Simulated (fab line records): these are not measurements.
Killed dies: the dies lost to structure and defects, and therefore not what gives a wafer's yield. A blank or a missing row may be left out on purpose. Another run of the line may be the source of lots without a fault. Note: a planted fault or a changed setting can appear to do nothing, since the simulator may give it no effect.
8D (eight disciplines) problem report, filled in by code -- flow n5Finfet -- the parts of the form that need people (team, actions taken, sign-off) are left out

== 1. THE ISSUE ==
tempC at N5_BEOL_M4_ETCH_70 reads a mean of 41.00 C on 2 wafers of 2 lots; wafers without a fault read 39.98 C with a standard deviation of 0.12. Relative to the usual mean, that is a shift of +8.5 standard deviations.
The step: etches SOC in N2/H2, target depth 80 nm, overetch 24 nm, time 130 s.
Earliest sighting: wafer L309.3 on rieDiel-01 at day 8 16:43. At this step, 24 wafers from 8 lots have a number in the record. Rule for "out", or "out of limits": more than 4 standard deviations from the usual mean. The other wafers with a number count as sound.

== 2. WHAT IT IS AND WHAT IT IS NOT ==
question,is,is not
which readings at this step,tempC,"drypumpMotorCurrentA, oesProductAu, rfVppV, showerheadPlenumPTorr, throttleValvePct"
which lots,"L309, L311","L305, L310, L322, L323, L325, L326"
which wafers of those lots,"L309.3, L311.6","L309.1, L309.2, L311.1, L311.2"
read on which tools,rieDiel-01,rieDiel-04
when,from day 8 16:43,"up to then (5 sound wafers); but 17 sound wafers of L310, L311, L322, L323, L325, L326 came after"

== 3. WHAT RULES OUT EACH SUSPECT ==
Counting: any tool at a process step up to the reading remains a suspect provided it ran every lot that is out. Sound lots after the first of them don't rule it out here, since some wafers of a struck lot are sound.
- rieDiel-01 at N5_BEOL_M4_ETCH_70 (etches SOC in N2/H2, target depth 80 nm, overetch 24 nm, time 130 s): kept. Ran every lot that is out, first one L309 (day 8 16:43); last sound lot up to then L305 (day 7 09:24). On those wafers its own readings are out: tempC.
- Within rieDiel-01 at N5_BEOL_M4_ETCH_70: the wafers that are out ran in chamber 2; their sound lot-mates ran in chambers 0, 1, 3.
Remaining after the count: rieDiel-01 at N5_BEOL_M4_ETCH_70.

== 4. THE CAUSE (what the simulator had put in) ==
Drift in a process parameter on rieDiel-01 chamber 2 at N5_BEOL_M4_ETCH_70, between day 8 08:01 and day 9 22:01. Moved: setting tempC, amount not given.
After counting, this tool was the only one left.

== 5. THE EFFECT CHAIN, in route order ==
Each row: a reading where the mean over the struck wafers with a number is more than 3 standard deviations away from the usual. Readings are gone through only where the record gives a usual standard deviation; hours: the median, over the lots, of the time from a lot's start at the first step in this table giving one to that lot's start at this step; sigmas: the change measured in usual standard deviations.
hours,step,reading,usual,on struck wafers,change,sigmas
0,N5_BEOL_M4_ETCH_70,tempC,39.98 C,41.00,+1.02,+8.5
Process steps it contains:
- N5_BEOL_M4_ETCH_70: etches SOC in N2/H2, target depth 80 nm, overetch 24 nm, time 130 s.
At these later measuring or inspecting steps, every struck wafer for which the step has a row has a number for every such reading, and none has moved that far: N5_BEOL_M4_RC_MEAS_101.

== 6. HOW IT WOULD HAVE BEEN CAUGHT EARLIER ==
The fault began at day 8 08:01; the first out-of-limits reading in this record came at day 8 16:43, 9 hours later.
